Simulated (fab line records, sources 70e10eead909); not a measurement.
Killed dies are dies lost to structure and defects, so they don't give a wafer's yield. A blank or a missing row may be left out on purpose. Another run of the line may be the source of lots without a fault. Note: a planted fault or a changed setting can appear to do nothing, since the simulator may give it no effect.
Chamber matching ; flow nandHarc ; NHARC_A_STAIRCASE_ALD_415 on aldHk-01: 4 sister chambers
The step deposits SiO2, target thk 30 nm, pulse time 6 s, ald cycles 300. 8 wafers are shown with their chamber, then 7 later ones without.

== WAFERS WITH THEIR CHAMBER ==
wafer;chamber;heaterPowerW (W);precursorPulseHeightRel
L080.6;0;378;1.016
L083.3;0;374;0.976
L084.4;2;459;1.011
L084.5;1;525;0.990
L085.2;2;457;1.021
L085.6;1;530;0.990
L087.2;3;580;0.989
L087.5;3;568;1.019

== WAFERS WHOSE CHAMBER IS MISSING ==
wafer;heaterPowerW (W);precursorPulseHeightRel
L087.6;379;1.007
L092.3;523;1.001
L092.4;568;0.994
L092.6;383;1.005
L094.2;460;0.997
L094.3;387;1.037
L094.4;528;1.038

== WHICH CHAMBER EACH WENT THROUGH ==
wafer;from the rows above;in truth
L087.6;0;0
L092.3;1;1
L092.4;3;3
L092.6;0;0
L094.2;2;2
L094.3;0;0
L094.4;1;1
Placed correctly: 7 of 7. Left unplaced by these rows: 0. Placed wrongly: 0.
How it was worked out, from the rows above alone: a wafer's distance from a chamber is the root of the sum, over the readings, of the square of ((its reading less the chamber's mean) divided by the reading's scatter). If the next closest chamber is less than 2 further off than the closest, the wafer can't be placed; otherwise it belongs to the closest. The mean given for a chamber averages the wafers shown for that chamber. The scatter is the square root of a quotient: the sum, over the shown wafers, of each reading's squared deviation from its chamber's mean, divided by wafers minus chambers.
